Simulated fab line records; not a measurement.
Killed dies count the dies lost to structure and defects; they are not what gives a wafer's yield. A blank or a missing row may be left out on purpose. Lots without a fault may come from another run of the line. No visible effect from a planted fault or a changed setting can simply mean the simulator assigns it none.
fab line records -- flow n5-finfet -- part 2 of 2: steps 5 to 6 of 6
record: lots: 16, wafers: 48, last-day: 16
route steps=1938 shown BEOL_M9@1437 BEOL_M10@1485
lots that met no fault: taken from a fault-free run of the same line
start-h: hours from the record's first day to the start of the lot's first wafer shown -- wait-h: hours from the lot's prior step to this one -- " unchanged from the row above -- L1.1+2: several wafers, shown together as one row -- - no value, or no start given -- * or withheld: withheld -- < > ~ a bound
route shown NAME@n: a module of which the file shows steps, and the number in the route of the first -- usual: the fault-free wafers' mean and standard deviation -- same: alike in all rows -- chamber/n: place in a boat -- sites: the reading at each site -- _std_site: standard deviation of those values -- _edge_site: outer sites' mean less inner sites' -- radius-mm: for every site, how far away it sits from the centre of the wafer -- mask NAME#n: copy n -- behind: the last tool/chamber to shape the wafer -- hold: reason for holding the lot/hours on hold/outcome of the hold -- device: the n, p or np transistor that did not switch -- end of line: the route-end tests of the same wafers -- a step without rows: its recipe alone -- killed: count of dies lost to structure and defects at first sort (not the wafer's yield) -- map: per-die view of a wafer (x killed, . not killed, _ where there is no die)
set.NAME: setting as actually run; set.NAME@STEP: the setting as run at that earlier step -- model.NAME: the simulator's own value behind a step, which no gauge read
the route's steps for a sample of lots (tables are steps, rows are wafers)
services: the hour from which a tool's chamber was out of use, counted from the record's first day as start-h (under 0 if before that day), plus the number of hours and why
== steps ==
step: N5_BEOL_M10_ETCH_65
recipe: chemistry: CF4, target: SiARC, target-depth-a: 390, mask-material: CAR-ArF, time-s: 65, ion-energy-ev: 80, pressure-mtorr: 40, source-w: 545, bias-w: 36, Ar_flow_sccm: 100, cf4-flow-sccm: 100, ends: cleared
usual: cf4-flow-sccm: 100.0/0.32, chamber-pressure-mTorr: 39.99/0.039, drypump-motor-current-A: 5.5/0.5, etch-rf-on-time-s: 65.0/1.7, mfc-ar-sccm: 100.0/0.32, oes-product-au: 0.68/0.07, rf-fwd-power-W: 537.7/2.7, rf-vpp-V: 184.0/1.3, showerhead-plenum-p-Torr: 2.14/0.074, throttle-valve-pct: 15.61/0.23
lot.wafer,tool,chamber,start-h,wait-h,cf4-flow-sccm,chamber-pressure-mTorr,drypump-motor-current-A,etch-rf-on-time-s,mfc-ar-sccm,oes-product-au,rf-fwd-power-W,rf-hours-counter-h,rf-vpp-V,showerhead-plenum-p-Torr,throttle-valve-pct
L074.2,rie-diel-01,1,207.33,0.0,100.6,40.02,5.7,63.7,100.7,0.79,543.5,16,183.6,2.10,15.38
L074.3,rie-diel-01,0,207.33,0.0,99.8,40.01,5.6,65.3,100.3,0.61,541.1,221,184.7,2.11,15.87
L074.5,rie-diel-01,3,207.33,0.0,100.1,40.00,6.5,62.8,99.5,0.73,534.4,-,184.0,2.26,15.34
L079.1,rie-diel-01,2,231.50,0.0,100.1,40.04,5.2,66.8,100.0,0.65,537.0,131,184.6,2.24,15.90
L079.2,rie-diel-01,0,231.50,0.0,100.4,40.01,5.6,64.6,100.0,0.61,542.4,230,182.4,2.11,15.91
L079.5,rie-diel-01,2,231.50,0.0,100.1,40.01,5.2,67.2,100.2,0.65,538.0,-,184.4,2.24,15.93
L077.2,rie-diel-03,3,231.76,0.0,100.3,40.00,5.8,65.9,100.2,0.76,531.6,35,186.1,2.18,15.53
L077.5,rie-diel-03,3,231.76,0.0,100.2,39.96,5.8,65.6,100.2,0.75,534.9,-,185.2,2.18,15.55
L077.6,rie-diel-03,2,231.76,0.0,100.0,40.00,5.8,66.8,99.3,0.59,539.1,-,184.5,2.05,15.91
L078.1,rie-diel-06,0,232.02,0.0,100.1,39.96,5.1,64.6,100.5,0.62,539.4,205,185.4,2.20,15.88
L078.2,rie-diel-06,3,232.02,0.0,100.3,39.94,4.9,66.2,100.3,0.67,540.8,98,182.6,2.07,15.25
L078.4,rie-diel-06,1,232.02,0.0,100.1,40.06,5.4,64.9,100.0,0.66,539.2,121,184.1,2.16,15.68
L081.2,rie-diel-06,0,250.79,0.0,100.2,39.98,5.1,64.8,99.9,0.60,535.8,211,182.5,2.20,15.91
L081.4,rie-diel-06,3,250.79,0.0,99.3,40.01,4.9,66.7,100.4,0.67,537.6,104,182.6,2.06,15.28
L081.5,rie-diel-06,1,250.79,0.0,99.7,40.01,5.4,66.1,99.5,0.65,539.5,-,185.2,2.16,15.67
L082.1,rie-diel-03,1,255.16,0.0,100.0,39.98,4.8,65.9,100.0,0.66,537.8,122,184.0,2.07,15.28
L082.3,rie-diel-03,3,255.16,0.0,99.9,40.03,5.8,65.4,100.3,0.75,536.5,43,186.5,2.17,15.56
L082.6,rie-diel-03,2,255.16,0.0,100.0,39.99,5.7,66.2,99.7,0.58,538.9,-,184.2,2.04,15.93
L084.2,rie-diel-06,2,272.62,0.0,99.7,40.02,5.2,63.4,99.4,0.66,537.9,146,183.4,2.05,15.70
L084.5,rie-diel-06,0,272.62,0.0,100.1,40.06,5.1,65.1,100.2,0.60,538.1,-,184.6,2.20,15.89
L084.6,rie-diel-06,3,272.62,0.0,99.5,40.02,4.9,66.8,100.1,0.66,538.3,-,184.4,2.06,15.26
L083.1,rie-diel-01,3,273.29,0.0,100.2,40.03,6.5,63.7,99.8,0.70,532.1,83,184.7,2.25,15.38
L083.2,rie-diel-01,2,273.29,0.0,100.5,40.12,5.1,67.4,100.0,0.63,536.0,144,186.4,2.23,15.95
L083.3,rie-diel-01,0,273.29,0.0,100.3,40.02,5.6,65.5,100.0,0.60,543.1,243,183.8,2.10,15.93
L085.1,rie-diel-06,1,282.90,0.0,99.5,39.99,5.3,66.1,100.2,0.64,541.4,137,182.9,2.16,15.70
L085.4,rie-diel-06,3,282.90,0.0,99.8,39.98,4.9,66.8,100.0,0.66,539.2,115,183.1,2.06,15.28
L085.5,rie-diel-06,2,282.90,0.0,100.2,40.01,5.2,63.4,100.0,0.66,537.9,-,182.1,2.05,15.70
L086.2,rie-diel-01,1,285.40,0.0,99.9,39.92,5.8,65.1,100.0,0.74,541.0,42,183.2,2.10,15.44
L086.4,rie-diel-01,2,285.40,0.0,100.1,40.02,5.2,67.1,100.3,0.64,533.9,148,184.4,2.23,15.96
L086.6,rie-diel-01,3,285.40,0.0,99.9,39.96,6.5,64.0,99.7,0.70,535.0,-,185.3,2.25,15.40
L090.2,rie-diel-01,1,316.71,0.0,100.2,40.03,5.7,65.0,99.4,0.73,539.8,54,182.4,2.09,15.46
L090.3,rie-diel-01,2,316.71,0.0,99.6,40.04,5.1,66.4,100.4,0.63,536.2,160,183.6,2.23,15.98
L090.4,rie-diel-01,3,316.71,0.0,100.3,40.02,6.5,63.2,99.7,0.69,533.7,99,184.4,2.25,15.41
L091.3,rie-diel-03,1,316.71,0.0,100.6,39.98,4.8,66.6,99.9,0.64,538.6,145,182.9,2.06,15.33
L091.4,rie-diel-03,3,316.71,0.0,100.2,39.96,5.8,65.7,100.0,0.72,534.2,-,185.1,2.16,15.60
L091.6,rie-diel-03,1,316.71,0.0,100.5,39.99,4.8,66.6,99.7,0.64,537.5,-,182.2,2.06,15.34
L093.4,rie-diel-03,3,319.20,0.0,100.1,40.02,5.8,65.8,100.1,0.72,536.3,-,185.2,2.16,15.61
L093.5,rie-diel-03,1,319.20,0.0,100.0,39.93,4.8,67.1,99.8,0.63,534.6,-,184.3,2.06,15.32
L093.6,rie-diel-03,0,319.20,0.0,100.0,39.96,6.3,61.5,100.4,0.82,539.2,-,185.0,2.19,15.46
L092.1,rie-diel-06,3,324.65,0.0,100.3,39.98,4.9,66.3,100.2,0.65,535.7,130,181.8,2.06,15.32
L092.2,rie-diel-06,0,324.65,0.0,100.0,39.99,5.1,65.1,100.2,0.60,535.9,238,184.7,2.19,15.95
L092.5,rie-diel-06,2,324.65,0.0,100.2,39.99,5.2,63.0,100.2,0.66,538.2,-,182.1,2.05,15.76
L094.2,rie-diel-03,2,338.09,0.0,100.4,39.97,5.7,64.4,99.9,0.79,535.6,7,186.0,2.29,15.46
L094.3,rie-diel-03,1,338.09,0.0,100.1,39.98,4.8,66.6,100.6,0.64,539.1,154,184.3,2.06,15.36
L094.4,rie-diel-03,0,338.09,0.0,100.1,39.97,6.3,61.2,100.3,0.80,540.9,16,184.7,2.19,15.48
L096.1,rie-diel-01,0,349.19,0.0,100.2,40.00,5.7,61.5,99.7,0.84,543.9,10,182.7,2.10,15.48
L096.2,rie-diel-01,3,349.19,0.0,100.6,39.90,6.5,63.5,100.3,0.68,538.2,109,185.5,2.24,15.42
L096.6,rie-diel-01,2,349.19,0.0,100.6,39.97,5.1,66.5,100.1,0.62,535.9,-,184.5,2.22,16.01
step: N5_BEOL_M10_TRENCH_ETCH_37
recipe: chemistry: C4F6/O2, target-depth-a: 1488.3, target: SiCOH_lowk, time-s: 48, ion-energy-ev: 250, pressure-mtorr: 30, source-w: 345, bias-w: 185, Ar_flow_sccm: 300, C4F6_flow_sccm: 10, O2_flow_sccm: 10
usual: chamber-pressure-mTorr: 30.001/0.026, drypump-motor-current-A: 5.5/0.5, mfc-ar-sccm: 299.9/0.94, oes-product-au: 0.79/0.081, rf-fwd-power-W: 340.8/1.6, rf-vpp-V: 667/8.9, showerhead-plenum-p-Torr: 2.84/0.097, throttle-valve-pct: 20.92/0.24
same: time-s: 48
lot.wafer,tool,chamber,start-h,wait-h,chamber-pressure-mTorr,drypump-motor-current-A,mfc-ar-sccm,oes-product-au,rf-fwd-power-W,rf-hours-counter-h,rf-vpp-V,showerhead-plenum-p-Torr,throttle-valve-pct
L074.2,rie-diel-01,1,-,-,29.995,5.7,299.3,0.93,344.5,16,649,2.79,20.73
L074.3,rie-diel-01,0,-,-,29.995,5.7,299.6,0.71,340.0,221,666,2.79,21.05
L074.5,rie-diel-01,3,-,-,29.982,6.5,302.9,0.85,340.0,-,676,2.99,20.60
L079.1,rie-diel-01,2,-,-,30.054,5.2,301.7,0.77,338.6,131,657,2.98,21.32
L079.2,rie-diel-01,0,-,-,30.056,5.6,300.6,0.71,342.1,230,668,2.79,21.08
L079.5,rie-diel-01,2,-,-,30.001,5.1,300.2,0.75,338.3,-,659,2.98,21.34
L077.2,rie-diel-03,3,-,-,30.018,5.8,300.9,0.90,338.0,35,670,2.89,20.88
L077.5,rie-diel-03,3,-,-,29.980,5.8,300.3,0.89,338.3,-,671,2.89,20.91
L077.6,rie-diel-03,2,-,-,30.020,5.7,299.8,0.69,343.1,-,669,2.71,21.19
L078.1,rie-diel-06,0,-,-,30.002,5.1,301.0,0.71,340.3,205,650,2.93,21.16
L078.2,rie-diel-06,3,-,-,29.969,4.9,299.3,0.78,341.4,98,674,2.74,20.55
L078.4,rie-diel-06,1,-,-,30.024,5.4,300.5,0.78,339.3,122,679,2.88,21.03
L081.2,rie-diel-06,0,-,-,29.989,5.0,299.5,0.70,340.3,211,650,2.92,21.16
L081.4,rie-diel-06,3,-,-,30.053,4.9,299.7,0.78,340.8,104,673,2.74,20.53
L081.5,rie-diel-06,1,-,-,29.962,5.4,298.6,0.77,340.3,-,678,2.87,21.03
L082.1,rie-diel-03,1,-,-,29.989,4.8,301.2,0.78,341.1,123,665,2.76,20.68
L082.3,rie-diel-03,3,-,-,29.973,5.8,300.6,0.88,340.9,43,671,2.89,20.90
L082.6,rie-diel-03,2,-,-,29.998,5.8,299.2,0.68,340.6,-,667,2.71,21.23
L084.2,rie-diel-06,2,-,-,29.966,5.2,299.9,0.78,341.9,146,674,2.73,21.03
L084.5,rie-diel-06,0,-,-,30.028,5.0,298.5,0.70,339.4,-,649,2.92,21.18
L084.6,rie-diel-06,3,-,-,29.970,4.9,299.9,0.78,341.3,-,675,2.74,20.56
L083.1,rie-diel-01,3,-,-,30.037,6.5,299.6,0.83,340.2,83,675,2.98,20.63
L083.2,rie-diel-01,2,-,-,29.981,5.1,299.9,0.75,338.9,144,659,2.98,21.35
L083.3,rie-diel-01,0,-,-,30.035,5.6,298.3,0.70,343.5,243,667,2.79,21.10
L085.1,rie-diel-06,1,-,-,29.971,5.4,299.0,0.76,341.9,137,677,2.87,21.04
L085.4,rie-diel-06,3,-,-,29.977,4.9,300.4,0.77,342.0,115,674,2.74,20.56
L085.5,rie-diel-06,2,-,-,29.988,5.2,300.6,0.76,341.1,-,671,2.73,21.02
L086.2,rie-diel-01,1,-,-,30.003,5.7,299.0,0.88,342.2,42,648,2.78,20.78
L086.4,rie-diel-01,2,-,-,30.024,5.1,298.5,0.75,339.0,148,658,2.98,21.36
L086.6,rie-diel-01,3,-,-,29.980,6.5,300.1,0.81,339.0,-,675,2.98,20.61
L090.2,rie-diel-01,1,-,-,30.032,5.8,300.2,0.86,341.9,54,650,2.77,20.78
L090.3,rie-diel-01,2,-,-,29.998,5.1,299.4,0.74,340.2,160,656,2.97,21.38
L090.4,rie-diel-01,3,-,-,30.023,6.5,299.1,0.79,339.0,99,675,2.97,20.65
L091.3,rie-diel-03,1,-,-,30.037,4.8,299.2,0.75,340.7,146,664,2.75,20.72
L091.4,rie-diel-03,3,-,-,30.024,5.8,298.9,0.85,338.9,-,671,2.88,20.95
L091.6,rie-diel-03,1,-,-,30.012,4.8,297.7,0.74,340.5,-,666,2.75,20.71
L093.4,rie-diel-03,3,-,-,30.015,5.8,299.5,0.84,337.9,-,672,2.88,20.96
L093.5,rie-diel-03,1,-,-,29.992,4.9,299.0,0.75,339.9,-,663,2.75,20.72
L093.6,rie-diel-03,0,-,-,30.053,6.3,301.3,0.96,344.2,-,667,2.90,20.83
L092.1,rie-diel-06,3,-,-,30.031,4.9,299.7,0.75,339.0,130,674,2.73,20.61
L092.2,rie-diel-06,0,-,-,30.003,5.1,298.9,0.68,341.5,238,650,2.91,21.21
L092.5,rie-diel-06,2,-,-,30.022,5.2,299.1,0.76,341.5,-,672,2.72,21.05
L094.2,rie-diel-03,2,-,-,29.996,5.7,299.6,0.92,340.7,7,678,3.04,20.84
L094.3,rie-diel-03,1,-,-,29.998,4.9,299.4,0.75,341.5,154,664,2.75,20.73
L094.4,rie-diel-03,0,-,-,29.999,6.3,299.8,0.93,344.2,16,668,2.90,20.85
L096.1,rie-diel-01,0,-,-,30.056,5.6,299.3,0.98,342.0,10,667,2.78,20.79
L096.2,rie-diel-01,3,-,-,29.949,6.5,299.2,0.78,341.2,109,674,2.97,20.67
L096.6,rie-diel-01,2,-,-,29.986,5.1,297.5,0.72,337.9,-,658,2.96,21.40
== services ==
tool,chamber,start-h,hours,kind
rie-diel-04,2,180.80,8.5,repair
rie-diel-03,0,187.82,10.9,repair
rie-diel-06,0,188.36,17.2,repair
rie-diel-03,1,213.27,14.2,repair
rie-diel-03,0,218.88,6.2,repair
rie-diel-04,1,229.69,7.4,repair
rie-diel-06,1,254.91,6.7,repair
rie-diel-06,3,258.08,2.7,repair
rie-diel-05,3,265.18,6.2,repair
rie-diel-03,0,272.04,-,clean
rie-diel-03,0,272.04,-,consumable-replace:focus-ring
rie-diel-03,0,272.04,22.2,scheduled-down
rie-diel-04,-,273.42,14.6,pm
rie-diel-02,0,279.54,8.0,repair
rie-diel-02,0,289.38,4.3,repair
rie-diel-01,0,299.89,-,clean
rie-diel-01,0,299.89,-,consumable-replace:focus-ring
rie-diel-01,0,299.89,15.7,scheduled-down
rie-diel-01,0,299.89,15.7,vent-cycle
rie-diel-02,0,316.61,4.1,repair
rie-diel-02,2,319.89,2.5,repair
rie-diel-02,3,323.57,29.4,repair
rie-diel-02,1,326.74,3.5,repair
rie-diel-06,2,336.84,9.5,repair
